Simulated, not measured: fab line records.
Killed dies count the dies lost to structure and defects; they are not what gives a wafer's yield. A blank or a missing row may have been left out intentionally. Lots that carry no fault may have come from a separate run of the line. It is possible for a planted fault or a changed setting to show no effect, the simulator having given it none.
The tool behind it: which one? + flow n5 finfet + 30 wafers sampled from 10 lots at 1 step of a route of 1938

## WHAT THE GAUGES READ, wafer by wafer
N5_BEOL_M10_INSPECT_30: inspects for defects (brightfield). Usual: raw defect count 396, standard deviation 91.
| lot  | measured     | on                | raw defect count | flag |
|------|--------------|-------------------|------------------|------|
| L968 | day 11 00:47 | defect inspect-01 | 349 593 477      |      |
| L969 | day 11 09:11 | defect inspect-02 | 468 511 534      |      |
| L971 | day 11 14:23 | defect inspect-01 | 303 444 324      |      |
| L975 | day 12 10:02 | defect inspect-02 | 369 415 339      |      |
| L972 | day 12 10:27 | defect inspect-01 | 373 390 361      |      |
| L974 | day 12 17:55 | defect inspect-02 | 453 381 497      |      |
| L980 | day 13 11:35 | defect inspect-01 | 409 384 386      |      |
| L984 | day 15 04:12 | defect inspect-01 | 506 266 432      |      |
| L986 | day 15 04:22 | defect inspect-02 | 560 574 610      |      |
| L990 | day 17 00:28 | defect inspect-02 | 299 347 229      |      |

## TOOL THAT RAN EACH LOT (tool first, then ch and the chambers of the sampled wafers, then the start)
The record holds no process step before these readings.

## AS READ BY THE TOOLS THEMSELVES (means over the sampled wafers that have a number; for cases with no such wafer, the mark the record gives instead)
The record holds no such reading with a usual standard deviation.

## THE ANSWER, worked out from the rows above alone
Rule: lot off if the mean of its wafers having a number is beyond 3 standard deviations from the usual mean. A lot without any number at a reading at which 4 lots or more have one is off too. Any other lot the step has rows for is counted as sound. First the gauges in route order, then the tools' own readings, where a lot's mean is used as printed above. At the first step where some lot is off, the reading lying furthest off is the one used; lots without a number count as furthest.
No lot is off on any of the readings shown, so nothing can be concluded from this.

## WHAT WAS PUT IN BY THE SIMULATOR
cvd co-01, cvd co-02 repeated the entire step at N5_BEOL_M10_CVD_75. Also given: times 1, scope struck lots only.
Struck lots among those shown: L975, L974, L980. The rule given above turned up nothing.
